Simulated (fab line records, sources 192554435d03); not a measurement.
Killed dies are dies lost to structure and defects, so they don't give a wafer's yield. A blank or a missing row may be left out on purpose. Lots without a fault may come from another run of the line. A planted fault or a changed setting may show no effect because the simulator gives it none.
A struck lot beside a sound one | flow n5_finfet | 23 steps out of a route of 1938
Sound: wafers L973.1, L973.2, L973.4. Struck: wafer L964.1. (L964.2 of the same lot was not struck and is left out.) The cause comes at the end.
At each step with rows: each side's tool, then ch and its chambers, then its first start. Under that, the readings that differ: sound wafers | struck wafers | difference of the means | sigmas: that difference in standard deviations of wafers without a fault.
alike: readings whose means differ by less than 2 such deviations, and words and numbers that are the same on both sides. not compared: withheld readings, readings that some wafer has no value for, bounds like >300 that may hide the same value, and numbers for which the record gives no deviation and whose values overlap.
The two part at a step that has a row with sigmas, a row that says differs or no value, or rows on one side only. Numbers that don't overlap but have no deviation are shown without sigmas and don't part them. A reading that every wafer of one side lacks parts them only if that side has two wafers or more.

first, 3 steps without rows for these wafers: N5_PMOS_HMC_CHANNEL_EPI_EXPOSE_06 (exposes mask PMOS HMC BLK, target cd 240 nm); N5_PMOS_HMC_CHANNEL_EPI_PEB_07 (peb time 60 s); N5_PMOS_HMC_CHANNEL_EPI_DEVELOP_08 (develop time 30 s).
N5_PMOS_HMC_CHANNEL_EPI_CD_MEAS_09: target cd 237.4 nm.
  sound on cd_sem-01 ch 0, day 5 17:30; struck on cd_sem-02 ch 0, day 3 11:48
  alike: cd_nm
N5_PMOS_HMC_CHANNEL_EPI_OVL_MEAS_10:
  sound on overlay-01 ch 0, day 5 17:32; struck on overlay-01 ch 0, day 3 11:50
  alike: PMOS_HMC_BLK_OVL
N5_PMOS_HMC_CHANNEL_EPI_INSPECT_11: inspects for defects (macro).
  sound on defect_inspect-02, day 5 17:34; struck on defect_inspect-01, day 3 11:51
  alike: raw_defect_count
then, 1 step without rows for these wafers: N5_PMOS_HMC_CHANNEL_EPI_DESCUM_14 (chemistry O2, time 7.9 s).
N5_PMOS_HMC_CHANNEL_EPI_ETCH_32: etches BARC in N2/H2, stops on SiO2, target depth 85.8 nm, time 50.3 s.
  sound on rie_diel-02 ch 0,1,3, day 5 17:38; struck on rie_diel-01 ch 2, day 3 11:55
  alike: bias_w, chamber_pressure_mTorr, drypump_motor_current_A, oes_product_au, rf_vpp_V, showerhead_plenum_p_Torr, throttle_valve_pct
  not compared: rf_hours_counter_h
N5_PMOS_HMC_CHANNEL_EPI_HM_OPEN_15: chemistry CHF3/O2, target SiO2, target depth 40.6 nm, time 20.3 s.
  sound on rie_diel-02 ch 0,1,3, day 5 17:40; struck on rie_diel-01 ch 2, day 3 11:58
  reading                | sound             | struck | difference | sigmas
  throttle_valve_pct (%) | 18.79 18.98 18.88 | 19.41  | +0.53      | +2
  alike: bias_w, chamber_pressure_mTorr, drypump_motor_current_A, oes_product_au, rf_vpp_V, showerhead_plenum_p_Torr
  not compared: rf_hours_counter_h
N5_PMOS_HMC_CHANNEL_EPI_STRIP_33: strips in N2/H2.
  sound on rie_diel-02 ch 0,1,3, day 5 17:43; struck on rie_diel-01 ch 2, day 3 12:01
  alike: bias_power_w, chamber_pressure_mTorr, drypump_motor_current_A, oes_product_au, rf_vpp_V, showerhead_plenum_p_Torr, throttle_valve_pct
  not compared: rf_hours_counter_h
then, 1 step without rows for these wafers: N5_PMOS_HMC_CHANNEL_EPI_STRIP_17 (strips in SPM, time 750 s).
N5_PMOS_HMC_CHANNEL_EPI_ETCH_38: etches SiO2 in CF4, target depth 1.5 nm.
  sound on rie_si-02 ch 0,1,3, day 5 18:02; struck on rie_si-04 ch 1, day 3 12:19
  reading               | sound             | struck | difference | sigmas
  oes_product_au (a.u.) | 1.024 0.989 1.011 | 0.965  | -0.043     | -2
  alike: bias_w, chamber_pressure_mTorr, drypump_motor_current_A, throttle_valve_pct
  not compared: rf_hours_counter_h
N5_PMOS_HMC_CHANNEL_EPI_FIN_RECESS_16: chemistry HBr/Cl2, target Si, target depth 54 nm, time 18 s.
  sound on rie_si-02 ch 0,1,3, day 5 18:03; struck on rie_si-04 ch 1, day 3 12:20
  reading                                          | sound             | struck | difference | sigmas
  oes_product_au (a.u.)                            | 1.025 0.984 1.013 | 0.963  | -0.044     | -3
  model.etch.depth_nm (nm)                         | 54.45 54.32 53.93 | 57.2   | +3.0       |
  model.PMOS_HMC_CHANNEL_EPI.feature_depth_nm (nm) | 54.45 54.32 53.93 | 57.2   | +3.0       |
  alike: bias_w, chamber_pressure_mTorr, drypump_motor_current_A, throttle_valve_pct
  not compared: rf_hours_counter_h
then, 6 steps without rows for these wafers: N5_PMOS_HMC_CHANNEL_EPI_PRECLEAN_36 (cleans in O3/DIW, time 45 s); N5_PMOS_HMC_CHANNEL_EPI_PRECLEAN_18 (cleans in DHF, time 30 s); N5_PMOS_HMC_CHANNEL_EPI_SRD_19 (time 30 s); N5_PMOS_HMC_CHANNEL_EPI_EPI_20 (deposits SiGe30, target thk 59 nm); N5_PMOS_HMC_CHANNEL_EPI_HM_STRIP_35 (strips SiO2 in dHF, material SiO2, target depth 39.6 nm, time 216 s); N5_PMOS_HMC_CHANNEL_EPI_SRD_39 (time 30 s).
N5_PMOS_HMC_CHANNEL_EPI_CMP_21: polishes SiGe30, target thk 54 nm.
  sound on cmp-02 ch 0,1,3, day 5 21:12; struck on cmp-02 ch 3, day 3 13:51
  alike: motor_current_A
N5_PMOS_HMC_CHANNEL_EPI_THK_MEAS_22:
  sound on film_metro-01, day 5 21:29; struck on film_metro-01, day 3 14:08
  reading          | sound          | struck | difference | sigmas
  HMC_CMP_THK (nm) | 54.6 54.3 53.8 | 57.0   | +2.8       | +3
then, 1 step without rows for these wafers: N5_PMOS_HMC_CHANNEL_EPI_PRECLEAN_40 (cleans in DHF, time 30 s).
N5_PASSIVATION_PROBE_49:
  the record has rows for the sound wafers here (prober-01, day 16 14:49) and none for the struck ones

WHERE THEY PART
First at N5_PMOS_HMC_CHANNEL_EPI_HM_OPEN_15; last, within this record, at N5_PASSIVATION_PROBE_49.

WHY: what the simulator had put in
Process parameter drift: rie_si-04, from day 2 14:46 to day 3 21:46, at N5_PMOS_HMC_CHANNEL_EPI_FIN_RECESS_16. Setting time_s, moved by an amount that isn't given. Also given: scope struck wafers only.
